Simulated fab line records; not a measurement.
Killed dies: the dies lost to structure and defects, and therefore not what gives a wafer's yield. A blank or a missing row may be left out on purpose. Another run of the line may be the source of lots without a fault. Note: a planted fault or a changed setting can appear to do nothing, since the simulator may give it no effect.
fab line records / flow nand_harc
record: lots: 14 wafers: 42 last_day: 33
route steps=1302 shown P_BONDPAD@379 A_SOURCE_PLATE@423 A_ONON_D1@424 END@1302
lots untouched by any fault: they come from a run of this same line in which no faults occurred
start_h: start of the lot's first displayed wafer, in hours after the record's first day / wait_h: hours elapsed since this lot's preceding step / " same as the row above / L1.1+2: one row covering several wafers at once / - value missing, or start not given / * or withheld: withheld / < > ~ a bound
route shown NAME@n: NAME is a module with steps in the file, n the number in the route of the first one / usual: mean/standard deviation taken from wafers without a fault / same: alike in all rows / chamber/n: place in a boat / sites: per-site readings / _std_site: how widely they spread, as a standard deviation / _edge_site: mean of outer sites minus mean of inner sites / radius_mm: how far each site lies from the wafer's centre / mask NAME#n: copy n / behind: tool/chamber where the wafer was last shaped / hold: cause of the lot's hold/its duration in hours/its outcome / device: transistor that didn't switch, given as n, p or np / end of line: tests run on the same wafers once the route is complete / step lacking rows: just its recipe / killed: the dies lost at the first sort to structure and to defects; this is not the yield of the wafer / map: the dies of a wafer, with x for killed, . for not killed, _ for no die there
set.NAME: the run value of the setting; set.NAME@STEP: its run value at that earlier step / model.NAME: the simulator's own value behind a step, which no gauge read
steps of the route over a sample of lots; a table a step, a row a wafer
services: a tool's chamber out of use, with start hour (start_h, from the record's first day; less than 0 if before it), hours out, and reason
== steps ==
step: NHARC_P_BONDPAD_ANNEAL_28
recipe: temp_c: 225 time_s: 90
usual: wafer_temp_C_max: 225.8/0.38
lot.wafer=L138.2 tool=rtp_anneal-02 chamber=0 start_h=138.90 wait_h=- wafer_temp_C_max=225.9
lot.wafer=L138.3 tool=rtp_anneal-02 chamber=0 start_h=138.90 wait_h=- wafer_temp_C_max=225.9
lot.wafer=L138.5 tool=rtp_anneal-02 chamber=0 start_h=138.90 wait_h=- wafer_temp_C_max=225.8
lot.wafer=L141.2 tool=rtp_anneal-02 chamber=0 start_h=175.66 wait_h=0.4 wafer_temp_C_max=226.3
lot.wafer=L141.4 tool=rtp_anneal-02 chamber=0 start_h=175.66 wait_h=0.4 wafer_temp_C_max=226.3
lot.wafer=L141.6 tool=rtp_anneal-02 chamber=0 start_h=175.66 wait_h=0.4 wafer_temp_C_max=226.0
lot.wafer=L142.3 tool=rtp_anneal-01 chamber=0 start_h=176.41 wait_h=0.3 wafer_temp_C_max=225.7
lot.wafer=L142.4 tool=rtp_anneal-01 chamber=0 start_h=176.41 wait_h=0.3 wafer_temp_C_max=225.7
lot.wafer=L142.5 tool=rtp_anneal-01 chamber=0 start_h=176.41 wait_h=0.3 wafer_temp_C_max=225.2
lot.wafer=L143.2 tool=rtp_anneal-02 chamber=0 start_h=187.09 wait_h=- wafer_temp_C_max=226.0
lot.wafer=L143.5 tool=rtp_anneal-02 chamber=0 start_h=187.09 wait_h=- wafer_temp_C_max=225.7
lot.wafer=L143.6 tool=rtp_anneal-02 chamber=0 start_h=187.09 wait_h=- wafer_temp_C_max=225.9
lot.wafer=L144.3 tool=rtp_anneal-01 chamber=0 start_h=192.79 wait_h=- wafer_temp_C_max=225.3
lot.wafer=L144.4 tool=rtp_anneal-01 chamber=0 start_h=192.79 wait_h=- wafer_temp_C_max=225.0
lot.wafer=L144.6 tool=rtp_anneal-01 chamber=0 start_h=192.79 wait_h=- wafer_temp_C_max=225.2
lot.wafer=L145.2 tool=rtp_anneal-02 chamber=0 start_h=208.63 wait_h=- wafer_temp_C_max=225.6
lot.wafer=L145.4 tool=rtp_anneal-02 chamber=0 start_h=208.63 wait_h=- wafer_temp_C_max=225.8
lot.wafer=L145.6 tool=rtp_anneal-02 chamber=0 start_h=208.63 wait_h=- wafer_temp_C_max=225.8
lot.wafer=L148.3 tool=rtp_anneal-01 chamber=0 start_h=232.50 wait_h=0.3 wafer_temp_C_max=225.3
lot.wafer=L148.4 tool=rtp_anneal-01 chamber=0 start_h=232.50 wait_h=0.3 wafer_temp_C_max=225.4
lot.wafer=L148.6 tool=rtp_anneal-01 chamber=0 start_h=232.50 wait_h=0.3 wafer_temp_C_max=225.4
lot.wafer=L149.2 tool=rtp_anneal-01 chamber=0 start_h=244.53 wait_h=0.4 wafer_temp_C_max=225.4
lot.wafer=L149.3 tool=rtp_anneal-01 chamber=0 start_h=244.53 wait_h=0.4 wafer_temp_C_max=225.4
lot.wafer=L149.5 tool=rtp_anneal-01 chamber=0 start_h=244.53 wait_h=0.4 wafer_temp_C_max=225.7
lot.wafer=L151.3 tool=rtp_anneal-01 chamber=0 start_h=282.68 wait_h=0.3 wafer_temp_C_max=225.4
lot.wafer=L151.4 tool=rtp_anneal-01 chamber=0 start_h=282.68 wait_h=0.3 wafer_temp_C_max=225.2
lot.wafer=L151.6 tool=rtp_anneal-01 chamber=0 start_h=282.68 wait_h=0.3 wafer_temp_C_max=225.8
lot.wafer=L152.2 tool=rtp_anneal-02 chamber=0 start_h=283.31 wait_h=- wafer_temp_C_max=226.6
lot.wafer=L152.3 tool=rtp_anneal-02 chamber=0 start_h=283.31 wait_h=- wafer_temp_C_max=226.2
lot.wafer=L152.6 tool=rtp_anneal-02 chamber=0 start_h=283.31 wait_h=- wafer_temp_C_max=226.1
lot.wafer=L153.2 tool=rtp_anneal-01 chamber=0 start_h=284.91 wait_h=- wafer_temp_C_max=225.6
lot.wafer=L153.3 tool=rtp_anneal-01 chamber=0 start_h=284.91 wait_h=- wafer_temp_C_max=226.1
lot.wafer=L153.4 tool=rtp_anneal-01 chamber=0 start_h=284.91 wait_h=- wafer_temp_C_max=225.6
lot.wafer=L154.4 tool=rtp_anneal-01 chamber=0 start_h=295.59 wait_h=0.4 wafer_temp_C_max=225.6
lot.wafer=L154.5 tool=rtp_anneal-01 chamber=0 start_h=295.59 wait_h=0.4 wafer_temp_C_max=225.3
lot.wafer=L154.6 tool=rtp_anneal-01 chamber=0 start_h=295.59 wait_h=0.4 wafer_temp_C_max=225.6
lot.wafer=L160.2 tool=rtp_anneal-02 chamber=0 start_h=355.21 wait_h=0.4 wafer_temp_C_max=226.5
lot.wafer=L160.4 tool=rtp_anneal-02 chamber=0 start_h=355.21 wait_h=0.4 wafer_temp_C_max=226.6
lot.wafer=L160.5 tool=rtp_anneal-02 chamber=0 start_h=355.21 wait_h=0.4 wafer_temp_C_max=226.8
lot.wafer=L161.1 tool=rtp_anneal-02 chamber=0 start_h=364.07 wait_h=- wafer_temp_C_max=226.2
lot.wafer=L161.3 tool=rtp_anneal-02 chamber=0 start_h=364.07 wait_h=- wafer_temp_C_max=226.0
lot.wafer=L161.5 tool=rtp_anneal-02 chamber=0 start_h=364.07 wait_h=- wafer_temp_C_max=226.3
step: NHARC_A_SOURCE_PLATE_INSPECT_08
usual: raw_defect_count: 59/23
lot.wafer=L138.2 tool=defect_inspect-02 chamber=- start_h=164.81 wait_h=0.0 raw_defect_count=79
lot.wafer=L138.3 tool=defect_inspect-02 chamber=- start_h=164.81 wait_h=0.0 raw_defect_count=53
lot.wafer=L138.5 tool=defect_inspect-02 chamber=- start_h=164.81 wait_h=0.0 raw_defect_count=74
lot.wafer=L141.2 tool=defect_inspect-02 chamber=- start_h=200.33 wait_h=0.0 raw_defect_count=39
lot.wafer=L141.4 tool=defect_inspect-02 chamber=- start_h=200.33 wait_h=0.0 raw_defect_count=42
lot.wafer=L141.6 tool=defect_inspect-02 chamber=- start_h=200.33 wait_h=0.0 raw_defect_count=37
lot.wafer=L142.3 tool=defect_inspect-01 chamber=- start_h=200.33 wait_h=0.0 raw_defect_count=56
lot.wafer=L142.4 tool=defect_inspect-01 chamber=- start_h=200.33 wait_h=0.0 raw_defect_count=82
lot.wafer=L142.5 tool=defect_inspect-01 chamber=- start_h=200.33 wait_h=0.0 raw_defect_count=32
lot.wafer=L143.2 tool=defect_inspect-01 chamber=- start_h=212.68 wait_h=0.0 raw_defect_count=62
lot.wafer=L143.5 tool=defect_inspect-01 chamber=- start_h=212.68 wait_h=0.0 raw_defect_count=37
lot.wafer=L143.6 tool=defect_inspect-01 chamber=- start_h=212.68 wait_h=0.0 raw_defect_count=105
lot.wafer=L144.3 tool=defect_inspect-02 chamber=- start_h=217.21 wait_h=0.0 raw_defect_count=46
lot.wafer=L144.4 tool=defect_inspect-02 chamber=- start_h=217.21 wait_h=0.0 raw_defect_count=59
lot.wafer=L144.6 tool=defect_inspect-02 chamber=- start_h=217.21 wait_h=0.0 raw_defect_count=45
lot.wafer=L145.2 tool=defect_inspect-02 chamber=- start_h=236.80 wait_h=0.0 raw_defect_count=95
lot.wafer=L145.4 tool=defect_inspect-02 chamber=- start_h=236.80 wait_h=0.0 raw_defect_count=58
lot.wafer=L145.6 tool=defect_inspect-02 chamber=- start_h=236.80 wait_h=0.0 raw_defect_count=71
lot.wafer=L148.3 tool=defect_inspect-02 chamber=- start_h=256.88 wait_h=0.0 raw_defect_count=42
lot.wafer=L148.4 tool=defect_inspect-02 chamber=- start_h=256.88 wait_h=0.0 raw_defect_count=47
lot.wafer=L148.6 tool=defect_inspect-02 chamber=- start_h=256.88 wait_h=0.0 raw_defect_count=57
lot.wafer=L149.2 tool=defect_inspect-01 chamber=- start_h=272.49 wait_h=0.0 raw_defect_count=92
lot.wafer=L149.3 tool=defect_inspect-01 chamber=- start_h=272.49 wait_h=0.0 raw_defect_count=71
lot.wafer=L149.5 tool=defect_inspect-01 chamber=- start_h=272.49 wait_h=0.0 raw_defect_count=54
lot.wafer=L152.2 tool=defect_inspect-02 chamber=- start_h=306.61 wait_h=0.0 raw_defect_count=62
lot.wafer=L152.3 tool=defect_inspect-02 chamber=- start_h=306.61 wait_h=0.0 raw_defect_count=91
lot.wafer=L152.6 tool=defect_inspect-02 chamber=- start_h=306.61 wait_h=0.0 raw_defect_count=52
lot.wafer=L151.3 tool=defect_inspect-01 chamber=- start_h=306.61 wait_h=0.0 raw_defect_count=58
lot.wafer=L151.4 tool=defect_inspect-01 chamber=- start_h=306.61 wait_h=0.0 raw_defect_count=64
lot.wafer=L151.6 tool=defect_inspect-01 chamber=- start_h=306.61 wait_h=0.0 raw_defect_count=68
lot.wafer=L153.2 tool=defect_inspect-02 chamber=- start_h=306.63 wait_h=0.0 raw_defect_count=78
lot.wafer=L153.3 tool=defect_inspect-02 chamber=- start_h=306.63 wait_h=0.0 raw_defect_count=91
lot.wafer=L153.4 tool=defect_inspect-02 chamber=- start_h=306.63 wait_h=0.0 raw_defect_count=99
lot.wafer=L154.4 tool=defect_inspect-01 chamber=- start_h=321.93 wait_h=0.0 raw_defect_count=37
lot.wafer=L154.5 tool=defect_inspect-01 chamber=- start_h=321.93 wait_h=0.0 raw_defect_count=32
lot.wafer=L154.6 tool=defect_inspect-01 chamber=- start_h=321.93 wait_h=0.0 raw_defect_count=62
lot.wafer=L160.2 tool=defect_inspect-02 chamber=- start_h=378.60 wait_h=0.0 raw_defect_count=52
lot.wafer=L160.4 tool=defect_inspect-02 chamber=- start_h=378.60 wait_h=0.0 raw_defect_count=61
lot.wafer=L160.5 tool=defect_inspect-02 chamber=- start_h=378.60 wait_h=0.0 raw_defect_count=66
lot.wafer=L161.1 tool=defect_inspect-02 chamber=- start_h=389.73 wait_h=0.0 raw_defect_count=75
lot.wafer=L161.3 tool=defect_inspect-02 chamber=- start_h=389.73 wait_h=0.0 raw_defect_count=39
lot.wafer=L161.5 tool=defect_inspect-02 chamber=- start_h=389.73 wait_h=0.0 raw_defect_count=76
step: NHARC_A_ONON_D1_DEP_00
recipe: target_thk_a: 10000 n2_flow_sccm: 2750 n2o_flow_sccm: 2000 nh3_flow_sccm: 500 sih4_flow_sccm: 210 temp_c: 400
usual: n2_flow_sccm: 2752/8.1
lot.wafer=L138.2 tool=pecvd_onon-03 chamber=0 start_h=164.94 wait_h=0.1 n2_flow_sccm=2751
lot.wafer=L138.3 tool=pecvd_onon-03 chamber=0 start_h=164.94 wait_h=0.1 n2_flow_sccm=2758
lot.wafer=L138.5 tool=pecvd_onon-03 chamber=0 start_h=164.94 wait_h=0.1 n2_flow_sccm=2742
lot.wafer=L141.2 tool=pecvd_onon-02 chamber=0 start_h=200.45 wait_h=0.1 n2_flow_sccm=2753
lot.wafer=L141.4 tool=pecvd_onon-02 chamber=0 start_h=200.45 wait_h=0.1 n2_flow_sccm=2758
lot.wafer=L141.6 tool=pecvd_onon-02 chamber=0 start_h=200.45 wait_h=0.1 n2_flow_sccm=2765
lot.wafer=L142.3 tool=pecvd_onon-04 chamber=0 start_h=200.52 wait_h=0.2 n2_flow_sccm=2742
lot.wafer=L142.4 tool=pecvd_onon-04 chamber=0 start_h=200.52 wait_h=0.2 n2_flow_sccm=2740
lot.wafer=L142.5 tool=pecvd_onon-04 chamber=0 start_h=200.52 wait_h=0.2 n2_flow_sccm=2752
lot.wafer=L143.2 tool=pecvd_onon-04 chamber=0 start_h=212.81 wait_h=0.1 n2_flow_sccm=2749
lot.wafer=L143.5 tool=pecvd_onon-04 chamber=0 start_h=212.81 wait_h=0.1 n2_flow_sccm=2748
lot.wafer=L143.6 tool=pecvd_onon-04 chamber=0 start_h=212.81 wait_h=0.1 n2_flow_sccm=2751
lot.wafer=L144.3 tool=pecvd_onon-03 chamber=0 start_h=217.39 wait_h=0.2 n2_flow_sccm=2757
lot.wafer=L144.4 tool=pecvd_onon-03 chamber=0 start_h=217.39 wait_h=0.2 n2_flow_sccm=2757
lot.wafer=L144.6 tool=pecvd_onon-03 chamber=0 start_h=217.39 wait_h=0.2 n2_flow_sccm=2774
lot.wafer=L145.2 tool=pecvd_onon-02 chamber=0 start_h=236.92 wait_h=0.1 n2_flow_sccm=2744
lot.wafer=L145.4 tool=pecvd_onon-02 chamber=0 start_h=236.92 wait_h=0.1 n2_flow_sccm=2751
lot.wafer=L145.6 tool=pecvd_onon-02 chamber=0 start_h=236.92 wait_h=0.1 n2_flow_sccm=2752
lot.wafer=L148.3 tool=pecvd_onon-03 chamber=0 start_h=257.07 wait_h=0.2 n2_flow_sccm=2766
lot.wafer=L148.4 tool=pecvd_onon-03 chamber=0 start_h=257.07 wait_h=0.2 n2_flow_sccm=2749
lot.wafer=L148.6 tool=pecvd_onon-03 chamber=0 start_h=257.07 wait_h=0.2 n2_flow_sccm=2750
lot.wafer=L149.2 tool=pecvd_onon-02 chamber=0 start_h=272.62 wait_h=0.1 n2_flow_sccm=2744
lot.wafer=L149.3 tool=pecvd_onon-02 chamber=0 start_h=272.62 wait_h=0.1 n2_flow_sccm=2754
lot.wafer=L149.5 tool=pecvd_onon-02 chamber=0 start_h=272.62 wait_h=0.1 n2_flow_sccm=2743
lot.wafer=L152.2 tool=pecvd_onon-02 chamber=0 start_h=306.73 wait_h=0.1 n2_flow_sccm=2760
lot.wafer=L152.3 tool=pecvd_onon-02 chamber=0 start_h=306.73 wait_h=0.1 n2_flow_sccm=2759
lot.wafer=L152.6 tool=pecvd_onon-02 chamber=0 start_h=306.73 wait_h=0.1 n2_flow_sccm=2757
lot.wafer=L153.2 tool=pecvd_onon-04 chamber=0 start_h=306.75 wait_h=0.1 n2_flow_sccm=2743
lot.wafer=L153.3 tool=pecvd_onon-04 chamber=0 start_h=306.75 wait_h=0.1 n2_flow_sccm=2749
lot.wafer=L153.4 tool=pecvd_onon-04 chamber=0 start_h=306.75 wait_h=0.1 n2_flow_sccm=2748
lot.wafer=L151.3 tool=pecvd_onon-03 chamber=0 start_h=306.79 wait_h=0.2 n2_flow_sccm=2740
lot.wafer=L151.4 tool=pecvd_onon-03 chamber=0 start_h=306.79 wait_h=0.2 n2_flow_sccm=2745
lot.wafer=L151.6 tool=pecvd_onon-03 chamber=0 start_h=306.79 wait_h=0.2 n2_flow_sccm=2743
lot.wafer=L154.4 tool=pecvd_onon-02 chamber=0 start_h=322.16 wait_h=0.2 n2_flow_sccm=2758
lot.wafer=L154.5 tool=pecvd_onon-02 chamber=0 start_h=322.16 wait_h=0.2 n2_flow_sccm=2763
lot.wafer=L154.6 tool=pecvd_onon-02 chamber=0 start_h=322.16 wait_h=0.2 n2_flow_sccm=2761
lot.wafer=L160.2 tool=pecvd_onon-04 chamber=0 start_h=378.72 wait_h=0.1 n2_flow_sccm=2759
lot.wafer=L160.4 tool=pecvd_onon-04 chamber=0 start_h=378.72 wait_h=0.1 n2_flow_sccm=2749
lot.wafer=L160.5 tool=pecvd_onon-04 chamber=0 start_h=378.72 wait_h=0.1 n2_flow_sccm=2749
lot.wafer=L161.1 tool=pecvd_onon-03 chamber=0 start_h=389.79 wait_h=0.1 n2_flow_sccm=2757
lot.wafer=L161.3 tool=pecvd_onon-03 chamber=0 start_h=389.79 wait_h=0.1 n2_flow_sccm=2740
lot.wafer=L161.5 tool=pecvd_onon-03 chamber=0 start_h=389.79 wait_h=0.1 n2_flow_sccm=2761
step: NHARC_A_ONON_D1_THK_MEAS_02
recipe: thk_meas_gauge: ellipsometry
usual: thk_nm: 998/8.6
lot.wafer=L138.2 tool=film_metro-02 chamber=- start_h=165.39 wait_h=- thk_nm=1009
lot.wafer=L138.3 tool=film_metro-02 chamber=- start_h=165.39 wait_h=- thk_nm=1009
lot.wafer=L138.5 tool=film_metro-02 chamber=- start_h=165.39 wait_h=- thk_nm=1006
lot.wafer=L141.2 tool=film_metro-02 chamber=- start_h=200.91 wait_h=- thk_nm=1001
lot.wafer=L141.4 tool=film_metro-02 chamber=- start_h=200.91 wait_h=- thk_nm=1002
lot.wafer=L141.6 tool=film_metro-02 chamber=- start_h=200.91 wait_h=- thk_nm=1002
lot.wafer=L142.3 tool=film_metro-01 chamber=- start_h=200.91 wait_h=- thk_nm=1012
lot.wafer=L142.4 tool=film_metro-01 chamber=- start_h=200.91 wait_h=- thk_nm=1012
lot.wafer=L142.5 tool=film_metro-01 chamber=- start_h=200.91 wait_h=- thk_nm=1013
lot.wafer=L143.2 tool=film_metro-02 chamber=- start_h=213.27 wait_h=- thk_nm=990
lot.wafer=L143.5 tool=film_metro-02 chamber=- start_h=213.27 wait_h=- thk_nm=991
lot.wafer=L143.6 tool=film_metro-02 chamber=- start_h=213.27 wait_h=- thk_nm=992
lot.wafer=L144.3 tool=film_metro-02 chamber=- start_h=217.79 wait_h=- thk_nm=989
lot.wafer=L144.4 tool=film_metro-02 chamber=- start_h=217.79 wait_h=- thk_nm=990
lot.wafer=L144.6 tool=film_metro-02 chamber=- start_h=217.79 wait_h=- thk_nm=989
lot.wafer=L145.2 tool=film_metro-01 chamber=- start_h=237.37 wait_h=- thk_nm=1005
lot.wafer=L145.4 tool=film_metro-01 chamber=- start_h=237.37 wait_h=- thk_nm=1005
lot.wafer=L145.6 tool=film_metro-01 chamber=- start_h=237.37 wait_h=- thk_nm=1005
lot.wafer=L148.3 tool=film_metro-02 chamber=- start_h=257.46 wait_h=- thk_nm=999
lot.wafer=L148.4 tool=film_metro-02 chamber=- start_h=257.46 wait_h=- thk_nm=998
lot.wafer=L148.6 tool=film_metro-02 chamber=- start_h=257.46 wait_h=- thk_nm=1000
lot.wafer=L149.2 tool=film_metro-01 chamber=- start_h=273.07 wait_h=- thk_nm=988
lot.wafer=L149.3 tool=film_metro-01 chamber=- start_h=273.07 wait_h=- thk_nm=988
lot.wafer=L149.5 tool=film_metro-01 chamber=- start_h=273.07 wait_h=- thk_nm=986
lot.wafer=L152.2 tool=film_metro-02 chamber=- start_h=307.18 wait_h=- thk_nm=1487
lot.wafer=L152.3 tool=film_metro-02 chamber=- start_h=307.18 wait_h=- thk_nm=1487
lot.wafer=L152.6 tool=film_metro-02 chamber=- start_h=307.18 wait_h=- thk_nm=1486
lot.wafer=L151.3 tool=film_metro-01 chamber=- start_h=307.19 wait_h=- thk_nm=1004
lot.wafer=L151.4 tool=film_metro-01 chamber=- start_h=307.19 wait_h=- thk_nm=1003
lot.wafer=L151.6 tool=film_metro-01 chamber=- start_h=307.19 wait_h=- thk_nm=1007
lot.wafer=L153.2 tool=film_metro-02 chamber=- start_h=307.19 wait_h=- thk_nm=1002
lot.wafer=L153.3 tool=film_metro-02 chamber=- start_h=307.19 wait_h=- thk_nm=998
lot.wafer=L153.4 tool=film_metro-02 chamber=- start_h=307.19 wait_h=- thk_nm=999
lot.wafer=L154.4 tool=film_metro-02 chamber=- start_h=322.50 wait_h=- thk_nm=1494
lot.wafer=L154.5 tool=film_metro-02 chamber=- start_h=322.50 wait_h=- thk_nm=1492
lot.wafer=L154.6 tool=film_metro-02 chamber=- start_h=322.50 wait_h=- thk_nm=1493
lot.wafer=L160.2 tool=film_metro-01 chamber=- start_h=379.17 wait_h=- thk_nm=997
lot.wafer=L160.4 tool=film_metro-01 chamber=- start_h=379.17 wait_h=- thk_nm=995
lot.wafer=L160.5 tool=film_metro-01 chamber=- start_h=379.17 wait_h=- thk_nm=997
lot.wafer=L161.1 tool=film_metro-02 chamber=- start_h=390.30 wait_h=- thk_nm=1004
lot.wafer=L161.3 tool=film_metro-02 chamber=- start_h=390.30 wait_h=- thk_nm=1002
lot.wafer=L161.5 tool=film_metro-02 chamber=- start_h=390.30 wait_h=- thk_nm=1003
step: NHARC_END_SORT_01
recipe: temp_c: 25
usual: killed_at_array: 53/20 killed_at_other: 1/1.2 killed_at_periphery: 3.7/2.6 killed_dies: 58/20 killed_open: 3.5/1.8 killed_short: 2.4/1.7
same: gross_dies: 677
lot.wafer=L152.2 tool=prober-01 chamber=0 start_h=697.36 wait_h=2.8 killed_at_array=672 killed_at_other=1 killed_at_periphery=4 killed_dies=677 killed_open=3 killed_short=0
lot.wafer=L152.3 tool=prober-01 chamber=0 start_h=698.16 wait_h=3.1 killed_at_array=674 killed_at_other=1 killed_at_periphery=2 killed_dies=677 killed_open=1 killed_short=1
lot.wafer=L152.6 tool=prober-01 chamber=0 start_h=700.55 wait_h=4.0 killed_at_array=675 killed_at_other=1 killed_at_periphery=1 killed_dies=677 killed_open=3 killed_short=0
lot.wafer=L154.4 tool=prober-02 chamber=0 start_h=726.52 wait_h=3.4 killed_at_array=671 killed_at_other=1 killed_at_periphery=5 killed_dies=677 killed_open=3 killed_short=3
lot.wafer=L154.5 tool=prober-02 chamber=0 start_h=727.31 wait_h=3.7 killed_at_array=670 killed_at_other=1 killed_at_periphery=6 killed_dies=677 killed_open=4 killed_short=2
lot.wafer=L154.6 tool=prober-02 chamber=0 start_h=728.11 wait_h=4.0 killed_at_array=673 killed_at_other=1 killed_at_periphery=3 killed_dies=677 killed_open=5 killed_short=2
killed by level:class
L152.2 A_ONON_D1:area_dep=630 A_SLIT:chamber_film_flake=29 A_CHANNEL_HOLE_D1:chamber_film_flake=7 P_CONTACT:geometric_particle:open=2 P_GATE:chamber_film_flake=2 A_DECK1_JOINT:chamber_film_flake=2 A_CONTACT:chamber_film_flake=2 A_ONON_D2:geometric_particle:open=1
L152.3 A_ONON_D1:area_dep=656 A_SLIT:chamber_film_flake=13 P_GATE:geometric_particle:open=1 A_WL_FILL:geometric_particle:short=1 P_GATE:chamber_film_flake=1 A_ZERO_WELL:chamber_film_flake=1 A_CHANNEL_HOLE_D1:chamber_film_flake=1 A_STAIRCASE:chamber_film_flake=1
L152.6 A_ONON_D1:area_dep=642 A_SLIT:chamber_film_flake=17 A_CONTACT:chamber_film_flake=5 A_BLC:chamber_film_flake=3 A_CHANNEL_FILL_D2:geometric_particle:open=2 A_ZERO_WELL:chamber_film_flake=2 A_CHANNEL_HOLE_D1:chamber_film_flake=2 A_DECK1_JOINT:geometric_particle:open=1
L154.4 A_ONON_D1:area_dep=627 A_CHANNEL_HOLE_D1:chamber_film_flake=13 A_CHANNEL_HOLE_D2:chamber_film_flake=10 A_CONTACT:chamber_film_flake=6 A_SLIT:chamber_film_flake=5 P_M1:chamber_film_flake=3 A_CHANNEL_FILL_D2:chamber_film_flake=3 P_M0:geometric_particle:short=1
L154.5 A_ONON_D1:area_dep=636 A_CHANNEL_HOLE_D2:chamber_film_flake=20 A_SLIT:chamber_film_flake=5 A_CHANNEL_HOLE_D1:chamber_film_flake=4 P_GATE:geometric_particle:open=1 P_CONTACT:geometric_particle:open=1 P_M1:geometric_particle:open=1 A_DECK1_JOINT:geometric_particle:open=1
L154.6 A_ONON_D1:area_dep=638 A_CHANNEL_HOLE_D2:chamber_film_flake=12 A_CONTACT:chamber_film_flake=6 A_CHANNEL_HOLE_D1:chamber_film_flake=5 A_SLIT:chamber_film_flake=4 A_STAIRCASE:chamber_film_flake=2 A_BONDPAD:chamber_film_flake=2 P_GATE:geometric_particle:open=1
== services ==
tool=pecvd_onon-02 chamber=- start_h=123.66 hours=4.9 kind=repair
tool=pecvd_onon-04 chamber=- start_h=130.30 hours=13.0 kind=pm
tool=pecvd_onon-02 chamber=- start_h=185.00 hours=13.0 kind=pm
tool=pecvd_onon-02 chamber=- start_h=211.41 hours=6.8 kind=repair
tool=pecvd_onon-03 chamber=- start_h=227.00 hours=13.0 kind=pm
tool=pecvd_onon-02 chamber=- start_h=253.47 hours=6.7 kind=repair
tool=pecvd_onon-03 chamber=- start_h=296.79 hours=4.9 kind=repair
tool=pecvd_onon-04 chamber=- start_h=311.30 hours=13.0 kind=pm
tool=pecvd_onon-02 chamber=- start_h=366.00 hours=13.0 kind=pm
tool=rtp_anneal-01 chamber=- start_h=372.01 hours=12.0 kind=pm
== key ==
first_sign: step: NHARC_A_ONON_D1_THK_MEAS_02 reading: thk_nm direction: up sigmas: 57 usual: 998 struck: 1490
effect: step: NHARC_END_SORT_01 reading: killed_at_array direction: up sigmas: 32 usual: 53 struck: 672
more_kills_born_at: NHARC_A_ONON_D1_DEP_00@pecvd_onon-02: 3829
met_at NHARC_A_ONON_D1_DEP_00
struck_lots L152,L154
later_rows_left_out L152.2,L152.3,L152.6,L154.4,L154.5,L154.6
tester_left_out L152,L154
not_acting_at NHARC_P_BONDPAD_ANNEAL_28,NHARC_A_SOURCE_PLATE_INSPECT_08
onset_between 272.62 306.73
fault: kind: process_parameter_drift tool: pecvd_onon-02 chamber: - onset_h: 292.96 steps: NHARC_A_ONON_D1_DEP_00 channel: target_thk_a offset: * shape: step end_h: 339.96 acts_in: * stated: *
tester_left_out: of these lots the tester's yield and bins aren't shown, on N5 and GAA mostly nor the transistor test; their killed dies are dies lost to structure and defects alone, not to doping, threshold or leakage, so they don't give the yield
later_rows_left_out: the simulator's readings of these wafers behind a module that went badly wrong aren't trusted and aren't shown, but for the sort
